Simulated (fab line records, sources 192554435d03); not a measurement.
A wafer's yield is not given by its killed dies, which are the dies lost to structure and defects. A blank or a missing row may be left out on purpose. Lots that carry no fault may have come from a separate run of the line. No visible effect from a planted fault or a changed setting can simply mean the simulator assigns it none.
Struck lot and sound lot, side by side    flow n5Finfet    25 out of 1938 route steps
Sound: wafers L148.2, L148.3, L148.4. Struck: wafers L158.1, L158.2, L158.3. At the end, the cause is stated.
Per side, at each step with rows, come the tool, then ch with its chambers, and then its first start. Under that, the readings that differ: sound wafers    struck wafers    difference of the means    sigmas: that difference in standard deviations of wafers without a fault.
alike: readings with means less than 2 such deviations apart, plus words and numbers identical on both sides. not compared: withheld readings, readings lacking a value on some wafer, bounds such as >300 that could conceal the same value, and numbers that have no deviation in the record and whose values overlap.
Wherever a step has rows on one side only, a row that says differs or no value, or a row with sigmas, the two part there. When numbers do not overlap yet have no deviation, they are printed without sigmas and do not part them. A reading missing from all wafers of one side parts the sides only when that side holds two or more wafers.

first, 2 steps without rows for these wafers: N5_BEOL_M0_SAQP_PECVD_00 (deposits SiCN from 3MS/NH3, target thk 8 nm, time 14 s); N5_BEOL_M0_SAQP_ILD_DEP_01 (deposits SiOC from DEMS/O2, target thk 45.419 nm, time 8.7 s).
N5_BEOL_M0_SAQP_HM_DEP_02: deposits TiN, target thk 12 nm.
  struck on pvdSputter-02, day 8 08:46; sound on pvdSputter-03, day 5 20:45
  alike: throttleValvePct
N5_BEOL_M0_SAQP_PECVD_03: deposits SiCN from 3MS/NH3, target thk 12 nm, time 21.1 s.
  sound on pecvd-03 ch 1,2, day 5 20:52; struck on pecvd-03 ch 0,1,2, day 8 08:53
  alike: rfFwdPowerW, showerheadPlenumPTorr, throttleValvePct
N5_BEOL_M0_SAQP_PECVD_96: deposits a-Si from SiH4/He, target thk 45 nm, time 45.2 s.
  sound on pecvd-03 ch 1,2, day 5 20:55; struck on pecvd-03 ch 0,1,2, day 8 08:55
  alike: heaterPowerW, rfFwdPowerW, showerheadPlenumPTorr, throttleValvePct
N5_BEOL_M0_SAQP_PECVD_97: deposits SiNx from SiH4/NH3/N2, target thk 23 nm, time 19.9 s.
  sound on pecvd-03 ch 1,2, day 5 20:59; struck on pecvd-03 ch 0,1,2, day 8 08:58
  alike: heaterPowerW, rfFwdPowerW, showerheadPlenumPTorr, throttleValvePct
then, 1 step without rows for these wafers: N5_BEOL_M0_SAQP_PECVD_04 (deposits a-Si from SiH4/He, target thk 60 nm, time 60.2 s).
N5_BEOL_M0_SAQP_THK_MEAS_05:
  struck on filmMetro-01, day 8 09:05; sound on filmMetro-02, day 5 21:10
  alike: thkNm
then, 3 steps without rows for these wafers: N5_BEOL_M0_SAQP_HM_DEP_111 (deposits SiO2 from SiH4/N2O, target thk 12 nm, time 7.2 s); N5_BEOL_M0_SAQP_COAT_81 (time 60 s, resist thk 100 nm); N5_BEOL_M0_SAQP_COAT_82 (time 60 s, resist thk 30 nm).
N5_BEOL_M0_SAQP_COAT_08: resist thk 90 nm.
  sound on lithoTrack-04 ch 0, day 5 21:17; struck on lithoTrack-03 ch 0, day 8 09:13
reading                                           sound                 struck                difference  sigmas
spinSpeedRpm (rpm)                                1499.7 1500.5 1499.3  1803.4 1804.0 1803.6  +303.8      +99 or more
model.CAR-ArF_of_BEOL_M0_SAQP_COAT_08.thkNm (nm)  89.6 89.8 89.8        82.2 82 82            -7.7        
then, 5 steps without rows for these wafers: N5_BEOL_M0_SAQP_EBR_10; N5_BEOL_M0_SAQP_SOFTBAKE_09 (time 60 s); N5_BEOL_M0_SAQP_EXPOSE_11 (exposes mask M0 CORE, target cd 42 nm); N5_BEOL_M0_SAQP_PEB_12 (peb time 60 s); N5_BEOL_M0_SAQP_DEVELOP_13 (develop time 30 s).
N5_BEOL_M0_SAQP_CD_MEAS_14: target cd 42.5 nm.
  sound on cdSem-03 ch 0, day 5 21:32; struck on cdSem-03 ch 0, day 8 09:34
  alike: cdNm
N5_BEOL_M0_SAQP_OVL_MEAS_15:
  sound on overlay-02 ch 0, day 5 21:34; struck on overlay-01 ch 0, day 8 09:36
  alike: M0_CORE_OVL
N5_BEOL_M0_SAQP_INSPECT_16: inspects for defects (brightfield).
  struck on defectInspect-02, day 8 09:38; sound on defectInspect-02, day 5 21:35
  alike: rawDefectCount
N5_BEOL_M0_SAQP_DESCUM_19: chemistry O2, time 7.9 s.
  sound on rieDiel-02 ch 1,2,3, day 5 21:37; struck on rieDiel-02 ch 0,1,2, day 8 09:40
  alike: drypumpMotorCurrentA, oesProductAu, rfFwdPowerW, rfVppV, showerheadPlenumPTorr, throttleValvePct
  not compared: rfHoursCounterH
N5_BEOL_M0_SAQP_ETCH_83: etches SiARC in CF4, target depth 39 nm, time 65 s.
  sound on rieDiel-02 ch 1,2,3, day 5 21:39; struck on rieDiel-02 ch 0,1,2, day 8 09:42
reading                                           sound           struck          difference  sigmas
model.CAR-ArF_of_BEOL_M0_SAQP_COAT_08.thkNm (nm)  55.2 55.6 55.6  47.8 47.6 47.4  -7.9        
  alike: drypumpMotorCurrentA, etchRfOnTimeS, oesProductAu, rfFwdPowerW, rfVppV, showerheadPlenumPTorr, throttleValvePct
  not compared: rfHoursCounterH
then, 1 step without rows for these wafers: N5_BEOL_M0_SAQP_ETCH_84 (etches SOC in N2/H2, target depth 100 nm, overetch 20 nm, time 150 s).
-- record jumps: 5 days separate the struck wafers' starts on either side; left off in module BEOL_M0_SAQP, taken up again in module BEOL_M4, whose first shown step is the route's number 1111 --
N5_BEOL_M4_RC_MEAS_101:
  sound on prober-01 ch 0, day 9 16:10; struck on prober-02 ch 0, day 12 23:01
reading        sound           struck          difference  sigmas
DIBL_P (mV/V)  39.7 37.5 36.5  33.5 34.2 36.8  -3.1        -2
  alike: DIBL_N, IOFF_N, IOFF_P, ION_N, ION_P, SS_N, SS_P, VT_N, VT_P
-- here the record skips 5 days between the struck wafers' starts before and after, leaving off in module BEOL_M4 and picking up in module PASSIVATION (first step shown: number 1936 of the route) --
N5_PASSIVATION_PROBE_49:
  the record has rows for the struck wafers here (prober-01, day 18 02:52) and none for the sound ones

== WHERE THEY PART ==
Last at N5_PASSIVATION_PROBE_49 as far as this record goes, first at N5_BEOL_M0_SAQP_COAT_08.

WHY: what had been put in by the simulator
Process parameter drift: lithoTrack-03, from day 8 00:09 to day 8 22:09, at N5_BEOL_M0_SAQP_COAT_08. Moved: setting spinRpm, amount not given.
